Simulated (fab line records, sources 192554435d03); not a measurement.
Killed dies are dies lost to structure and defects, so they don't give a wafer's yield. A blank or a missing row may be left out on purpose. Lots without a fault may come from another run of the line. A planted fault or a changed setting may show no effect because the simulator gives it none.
Which tool did it? | flow n5_finfet | 11 lots, 30 wafers sampled, at 2 steps of a route of 1938

WHAT THE GAUGES READ, wafer by wafer
N5_BEOL_M11_CD_MEAS_18: pitch 140 nm, target cd 70 nm.
lot  | measured     | on        | cd_nm (nm)
L370 | day 11 13:23 | cd_sem-01 | 68.8 69.3 69.3
L369 | day 11 23:25 | cd_sem-01 | 72.0 71.8
L378 | day 14 07:55 | cd_sem-03 | 68.7 70.1
L377 | day 14 19:28 | cd_sem-01 | 69.3 69.8
L381 | day 14 20:16 | cd_sem-01 | 72.0 70.5 71.1
L383 | day 15 13:05 | cd_sem-03 | 69.7 69.6 69.4
L384 | day 15 23:14 | cd_sem-02 | 70.4 68.7 70.3
L387 | day 16 11:01 | cd_sem-03 | 69.2 68.1 70.0
L389 | day 17 06:35 | cd_sem-03 | 69.3 69.2 68.9
L390 | day 17 12:08 | cd_sem-03 | 71.3 70.3 71.3
L391 | day 17 13:55 | cd_sem-03 | 71.3 70.9 69.5

N5_BEOL_M11_INSPECT_30: inspects for defects (brightfield).
lot  | measured     | on                | raw_defect_count
L370 | day 11 13:55 | defect_inspect-01 | 267 278 400
L369 | day 12 00:57 | defect_inspect-02 | 386 328
L378 | day 14 08:23 | defect_inspect-02 | 371 323
L377 | day 14 20:02 | defect_inspect-02 | 344 356
L381 | day 14 21:30 | defect_inspect-02 | 391 333 356
L383 | day 15 15:11 | defect_inspect-02 | 322 335 237
L384 | day 16 00:38 | defect_inspect-01 | 396 327 353
L387 | day 16 14:31 | defect_inspect-02 | 349 311 254
L389 | day 17 08:01 | defect_inspect-02 | 247 199 320
L390 | day 17 12:51 | defect_inspect-01 | 364 430 529
L391 | day 17 15:47 | defect_inspect-01 | 390 525 640

WHICH TOOL RAN EACH LOT (tool, then ch and the chambers of the sampled wafers, then the start)
The record holds no process step before these readings.

WHAT THE TOOLS THEMSELVES READ (means of the sampled wafers that have a number; where no wafer has one, the mark that the record gives instead)
The record holds no such reading with a usual standard deviation.

THE ANSWER, worked out from the rows above alone
Rule: what is usual is taken from the lots themselves. Put in order of their means at a reading, lots are off if they are a third of the lots or fewer, leave a main group of 4 or more, and stand apart from it by a gap of 3 or more times the standard deviation of the main group's means; of several such gaps the widest counts. A main group whose means are all the same, to the digits that the tables above print for the reading, isn't used. A lot without any number at a reading at which 4 lots or more have one is off too. The other lots that the step has rows for count as sound. The gauges are gone through in route order, then the tools' own readings, and for those a lot's mean is taken as printed above. The first step at which some lot is off is used, and at that step the reading that is off furthest; a lot without a number counts as furthest.
No lot is off at any reading shown: from this, nothing can be told.

WHAT THE SIMULATOR HAD PUT IN
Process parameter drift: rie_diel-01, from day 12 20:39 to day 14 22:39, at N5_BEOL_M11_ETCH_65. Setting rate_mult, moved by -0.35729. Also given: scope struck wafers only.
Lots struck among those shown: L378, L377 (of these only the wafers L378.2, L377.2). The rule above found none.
